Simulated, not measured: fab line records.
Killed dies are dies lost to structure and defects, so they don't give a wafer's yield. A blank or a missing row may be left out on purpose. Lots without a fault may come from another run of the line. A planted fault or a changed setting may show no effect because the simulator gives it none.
Split-lot trial + flow n5-finfet + on a route of 1938 steps: 7 lots, 21 wafers read

== SPLIT DETAILS ==
At N5_PASSIVATION_EXPOSE_27 (exposes mask PAD, defocus 0 nm), the setting dose-mj was moved away from the recipe's 32.3 on 9 of the 21 wafers read, by -6.6% to +7.2%. All remaining wafers had this setting at the recipe value.

== FROM THE SPLIT TO THE READING: what the file shows between them, 3 steps ==
- N5_PASSIVATION_PEB_28
- N5_PASSIVATION_DEVELOP_29: develop time 60 s
- N5_PASSIVATION_HARDBAKE_31: time 120 s

== THE READING ==
cd-nm (nm) at N5_PASSIVATION_CD_MEAS_30, where the cd target is 4000 nm. Fault-free wafers of this fab line usually give 3999.6 nm, standard deviation 1.7 nm.

| wafer  | tool, chamber at the split | dose-mj as run | against the recipe | cd-nm, nm | against lot-mates on the recipe |
|--------|----------------------------|----------------|--------------------|-----------|---------------------------------|
| L078.1 | krf-scanner-01, 0          | 32.3           | recipe             | 3997.3    | -                               |
| L078.3 | krf-scanner-01, 0          | 32.3           | recipe             | 3997.1    | -                               |
| L078.5 | krf-scanner-01, 0          | 30.17          | -6.6%              | 3985.1    | -12.1                           |
| L081.1 | krf-scanner-01, 0          | 34.41          | +6.5%              | 4012.1    | +9.9                            |
| L081.2 | krf-scanner-01, 0          | 32.3           | recipe             | 4002.2    | -                               |
| L081.5 | krf-scanner-01, 0          | 34.41          | +6.5%              | 4013.0    | +10.8                           |
| L088.3 | krf-scanner-02, 0          | 32.3           | recipe             | 3997.5    | -                               |
| L088.5 | krf-scanner-02, 0          | 32.3           | recipe             | 3999.8    | -                               |
| L088.6 | krf-scanner-02, 0          | 32.3           | recipe             | 3999.4    | -                               |
| L093.3 | krf-scanner-02, 0          | 30.18          | -6.6%              | 3988.5    | -9.9                            |
| L093.5 | krf-scanner-02, 0          | 32.3           | recipe             | 3997.9    | -                               |
| L093.6 | krf-scanner-02, 0          | 32.3           | recipe             | 3998.8    | -                               |
| L094.1 | krf-scanner-01, 0          | 34.61          | +7.2%              | 4012.4    | +11.5                           |
| L094.2 | krf-scanner-01, 0          | 32.3           | recipe             | 4001.9    | -                               |
| L094.6 | krf-scanner-01, 0          | 32.3           | recipe             | 4000.0    | -                               |
| L096.1 | krf-scanner-02, 0          | 32.3           | recipe             | 3999.3    | -                               |
| L096.2 | krf-scanner-02, 0          | 30.75          | -4.8%              | 3990.5    | -8.8                            |
| L096.6 | krf-scanner-02, 0          | 30.75          | -4.8%              | 3990.1    | -9.2                            |
| L097.1 | krf-scanner-02, 0          | 32.3           | recipe             | 3999.7    | -                               |
| L097.2 | krf-scanner-02, 0          | 30.52          | -5.5%              | 3990.7    | -9.0                            |
| L097.5 | krf-scanner-02, 0          | 30.52          | -5.5%              | 3988.6    | -11.1                           |

THE FIT
A straight line over all 21 wafers: cd-nm changes by +1.9 nm for each +1% of dose-mj; r = +0.98; the points scatter about the line by 1.5 nm.
The same after taking each lot's own level away (the mean of its wafers on the recipe; 21 wafers): +1.68 nm for each +1%; r = +0.99; scatter 0.83 nm.
According to that fit, moving dose-mj by its largest amount changes the reading by 12 nm.
Measured against the standard deviation above, the lots' own levels, which go from 3997.20 to 4002.20 nm, span 2.9 times it.
So the lot-to-lot level changes the slope: the two fits differ.
Check: +11.9 nm against its lot-mates is what the line predicts for one of the wafers moved furthest among these (+7.2%) when that wafer is left out of the fit. It came out at +11.5 nm against them.

== ADDITIONAL SPLITS CARRIED BY THESE WAFERS ==
Note: prior to the reading, these wafers also went through further splits. Each is held against what the fit with the lots' levels taken away leaves over:
| other split on the same wafers   | wafers away from the commonest value | r with cd-nm (lot level and that fit taken away) |
|----------------------------------|--------------------------------------|--------------------------------------------------|
| N5_BEOL_M13_EXPOSE_07 dose-mj    | 6                                    | +0.33                                            |
| N5_BEOL_M15_COAT_04 spin-rpm     | 7                                    | +0.07                                            |
| N5_MIM_TOP_ALD_01 ald-cycles     | 8                                    | +0.29                                            |
| N5_MIM_BOT_ETCH_ETCH_04 source-w | 5                                    | +0.15                                            |

== THE FILE'S OWN FIT ==
cd-nm changes by +1.68 nm for each +1% of dose-mj, r = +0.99.
